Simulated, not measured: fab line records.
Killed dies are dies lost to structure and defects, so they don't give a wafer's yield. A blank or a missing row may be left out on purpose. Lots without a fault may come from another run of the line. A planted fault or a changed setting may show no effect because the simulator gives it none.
Which tool was responsible?    flow n5 finfet    11 lots, 29 wafers sampled, at 5 steps of a route of 1938

== WHAT EACH GAUGE READ, for each wafer ==
N5_BEOL_M4_RC_MEAS_101.
lot   measured      on         DIBL_N (mV/V)   DIBL_P (mV/V)   IOFF_N (nA/um)  IOFF_P (nA/um)  ION_N (uA/um)  ION_P (uA/um)  SS_N (mV/dec)   SS_P (mV/dec)   VT_N (mV)    VT_P (mV)
L266  day 7 18:09   prober-01  35.5 33.2       36.4 33.5       0.16 0.11       0.26 0.20       669 649        475 462        72.2 71.1       73.6 72.7       251 257      -243.3 -247.6
L268  day 8 23:31   prober-01  35.7 37.6       35.4 37.8       0.14 0.18       0.17 0.22       675 674        457 460        70.6 72.1       73.0 74.7       254 249      -255.2 -249.7
L270  day 9 03:50   prober-01  37.2 39.2 38.7  35.6 36.4 36.8  0.17 0.20 0.18  0.23 0.25 0.26  688 681 688    472 459 473    71.7 72.3 72.6  74.1 73.8 73.2  249 247 249  -251.1 -249.6 -251.2
L272  day 9 06:28   prober-01  34.8 34.5 38.4  35.2 35.1 40.7  0.14 0.13 0.21  0.18 0.17 0.27  687 670 687    470 459 472    71.5 71.3 72.4  72.7 73.1 74.3  251 251 244  -250.1 -251.9 -245.6
L273  day 9 07:47   prober-02  32.3 34.5 37.8  30.4 33.9 38.5  0.09 0.12 0.17  0.14 0.18 0.25  653 666 672    459 465 467    70.1 71.4 71.9  71.2 73.0 73.8  257 251 248  -253.7 -250.1 -247.8
L274  day 10 17:14  prober-02  38.9 35.9 36.7  40.1 37.6 38.4  0.20 0.15 0.16  0.21 0.18 0.19  675 673 670    456 453 452    72.3 71.5 72.0  73.5 72.7 72.8  250 252 252  -253.0 -254.6 -253.3
L276  day 10 22:55  prober-02  34.5 36.6 36.0  33.9 35.8 35.6  0.13 0.16 0.16  0.19 0.22 0.21  677 685 683    467 462 465    71.6 72.0 71.9  73.5 73.9 73.1  249 246 247  -249.3 -250.9 -249.6
L277  day 11 15:52  prober-01  34.2 35.7 39.3  32.9 34.2 38.5  0.12 0.14 0.20  0.19 0.20 0.28  666 675 667    463 466 456    70.9 71.2 73.3  72.2 73.9 73.9  253 252 247  -250.1 -249.2 -248.1
L278  day 11 16:26  prober-02  38.8 33.9 38.7  41.2 34.1 39.1  0.25 0.13 0.23  0.32 0.19 0.27  705 680 697    485 468 474    72.3 70.7 72.0  73.9 72.6 73.4  243 249 244  -243.5 -252.0 -249.4
L285  day 13 20:16  prober-02  34.5 34.3       35.3 35.2       0.15 0.13       0.20 0.19       690 660        476 453        71.0 70.8       72.5 72.5       249 252      -250.5 -249.1
L289  day 14 01:16  prober-02  34.2 36.9       34.1 37.5       0.13 0.16       0.18 0.23       676 672        466 468        70.1 71.6       73.3 74.1       251 251      -251.3 -249.1

== WHAT TOOL EACH LOT RAN ON (gives the tool, then ch and the chambers of the sampled wafers, and finally the start) ==
lot   N5_HKMG_FIN_ETCHBACK_68           N5_HKMG_FIN_STRIP_69                 N5_HKMG_FIN_ALD_72            N5_GATE_CUT_ETCH_56
L266  rie metal-01 ch 0, day 4 06:15    plasma asher-01 ch 0,1, day 4 06:28  cvd w-02 ch 0, day 4 07:07    rie metal-01 ch 0, day 4 08:10
L268  rie metal-03 ch 0,1, day 4 19:51  plasma asher-01 ch 1, day 4 19:59    cvd w-01 ch 0, day 4 20:44    rie metal-03 ch 0,1, day 4 21:49
L270  rie metal-03 ch 0,1, day 5 04:56  plasma asher-01 ch 0,1, day 5 05:04  cvd w-02 ch 0,1, day 5 05:49  rie metal-02 ch 0,1, day 5 06:51
L272  rie metal-03 ch 0,1, day 5 18:52  plasma asher-01 ch 0,1, day 5 19:00  cvd w-01 ch 0,1, day 5 19:45  rie metal-01 ch 0, day 5 20:54
L273  rie metal-02 ch 0,1, day 6 00:38  plasma asher-02 ch 0,1, day 6 00:46  cvd w-01 ch 0,1, day 6 01:31  rie metal-01 ch 0, day 6 02:50
L274  rie metal-03 ch 0,1, day 6 09:37  plasma asher-02 ch 0,1, day 6 09:50  cvd w-02 ch 0,1, day 6 10:29  rie metal-03 ch 0,1, day 6 11:31
L276  rie metal-03 ch 0, day 6 19:01    plasma asher-02 ch 0,1, day 6 19:10  cvd w-01 ch 0,1, day 6 19:55  rie metal-03 ch 0,1, day 6 20:56
L277  rie metal-01 ch 0,1, day 6 21:41  plasma asher-02 ch 0,1, day 6 21:49  cvd w-01 ch 0,1, day 6 22:34  rie metal-01 ch 0,1, day 6 23:36
L278  rie metal-01 ch 0,1, day 7 07:19  plasma asher-02 ch 0,1, day 7 07:29  cvd w-02 ch 0,1, day 7 08:13  rie metal-01 ch 0,1, day 7 09:16
L285  rie metal-01 ch 0, day 9 02:40    plasma asher-02 ch 0, day 9 02:52    cvd w-02 ch 0, day 9 03:36    rie metal-03 ch 1, day 9 04:49
L289  rie metal-02 ch 0, day 10 01:56   plasma asher-01 ch 1, day 10 02:05   cvd w-01 ch 1, day 10 02:49   rie metal-03 ch 0,1, day 10 03:52
- N5_HKMG_FIN_ETCHBACK_68: etches the open film in Cl2/Ar, stops on HfO2, target depth 0.5 nm.
- N5_HKMG_FIN_STRIP_69: strips in N2/H2, time 360 s.
- N5_HKMG_FIN_ALD_72: deposits W, target thk 2 nm, pulse time 1 s, purge time 2 s.
- N5_GATE_CUT_ETCH_56: etches TiN in Cl2/Ar, target depth 21.6 nm.

== WHAT THE TOOLS THEMSELVES READ (means of the sampled wafers that have a number; where no wafer has one, the mark that the record gives instead) ==
N5_HKMG_FIN_ETCHBACK_68.
lot   tool          drypump motor current A (A)  oes product au (a.u.)  throttle valve pct (%)
L266  rie metal-01  5.39                         0.93                   21.11
L268  rie metal-03  5.73                         0.69                   21.17
L270  rie metal-03  5.83                         0.66                   21.25
L272  rie metal-03  5.64                         0.70                   21.11
L273  rie metal-02  5.45                         0.60                   21.16
L274  rie metal-03  5.67                         0.71                   21.10
L276  rie metal-03  5.99                         0.62                   21.39
L277  rie metal-01  5.70                         0.94                   21.33
L278  rie metal-01  5.55                         0.90                   21.23
L285  rie metal-01  5.39                         0.85                   21.13
L289  rie metal-02  5.28                         0.59                   21.23

N5_HKMG_FIN_STRIP_69.
lot   tool             drypump motor current A (A)  heater power w (W)
L266  plasma asher-01  5.8                          493
L268  plasma asher-01  6.4                          468
L270  plasma asher-01  5.5                          508
L272  plasma asher-01  6.0                          489
L273  plasma asher-02  5.7                          467
L274  plasma asher-02  5.6                          477
L276  plasma asher-02  5.7                          465
L277  plasma asher-02  5.6                          474
L278  plasma asher-02  5.6                          475
L285  plasma asher-02  5.8                          458
L289  plasma asher-01  6.5                          474

N5_HKMG_FIN_ALD_72.
lot   tool      heater power outer w (W)  heater power w (W)  precursor pulse height rel  susceptor temp C (C)
L266  cvd w-02  234                       418                 0.988                       300.00
L268  cvd w-01  302                       563                 0.998                       299.83
L270  cvd w-02  230                       412                 1.015                       299.93
L272  cvd w-01  272                       499                 0.995                       299.93
L273  cvd w-01  274                       501                 1.003                       299.74
L274  cvd w-02  225                       404                 0.991                       299.91
L276  cvd w-01  288                       533                 1.001                       300.05
L277  cvd w-01  278                       502                 1.014                       300.17
L278  cvd w-02  229                       410                 1.020                       300.07
L285  cvd w-02  227                       418                 0.992                       300.19
L289  cvd w-01  260                       470                 0.996                       300.00

N5_GATE_CUT_ETCH_56.
lot   tool          drypump motor current A (A)  oes product au (a.u.)  rf fwd power W (W)  throttle valve pct (%)
L266  rie metal-01  5.39                         0.93                   592.5               21.09
L268  rie metal-03  5.71                         0.69                   595.1               21.16
L270  rie metal-02  5.46                         0.60                   596.2               21.17
L272  rie metal-01  5.38                         0.90                   593.8               21.11
L273  rie metal-01  5.39                         0.90                   593.1               21.09
L274  rie metal-03  5.83                         0.66                   594.5               21.24
L276  rie metal-03  5.63                         0.71                   596.0               21.10
L277  rie metal-01  5.70                         1.07                   741.9               21.17
L278  rie metal-01  5.55                         1.03                   738.3               21.07
L285  rie metal-03  5.48                         0.74                   596.0               20.98
L289  rie metal-03  5.72                         0.67                   594.5               21.20

== THE ANSWER, worked out from the rows above alone ==
Rule: what is usual is taken from the lots themselves. Put in order of their means at a reading, lots are off if they are a third of the lots or fewer, leave a main group of 4 or more, and stand apart from it by a gap of 3 or more times the standard deviation of the main group's means; of several such gaps the widest counts. The tables above print the reading to a certain number of digits; a main group whose means all agree to those digits is not used. Also off: a lot with no number at a reading for which 4 or more lots have one. Where the step has rows for the other lots, those lots are counted as sound. The gauges are gone through in route order, then the tools' own readings, and for those a lot's mean is taken as printed above. The first step at which some lot is off is used, and at that step the reading that is off furthest; a lot without a number counts as furthest.
Off: L277, L278 (N5_GATE_CUT_ETCH_56, rf fwd power W). Mean 594.6 W and standard deviation 1.2 in the main group.
A tool fits if, at that step or a process step before it, it ran every lot that is off, and no sound lot after the first of them. One candidate fits, namely rie metal-01 at N5_GATE_CUT_ETCH_56. A fault onset in the window from L273 (day 6 02:50, its last sound lot) to L277 (day 6 23:36, its first lot off) fits.
The tool's own readings at N5_GATE_CUT_ETCH_56 bear it out: on the lots that are off they differ by more than 5 times the standard deviation of the sound lots' means. rf fwd power W reads 740.1 W there against 594.6 W on the sound lots.

== WHAT THE SIMULATOR HAD INSERTED ==
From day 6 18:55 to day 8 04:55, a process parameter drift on rie metal-01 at N5_GATE_CUT_ETCH_56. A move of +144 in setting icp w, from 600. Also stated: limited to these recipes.
Shown lots that were struck: L277, L278. The rule above found the same.
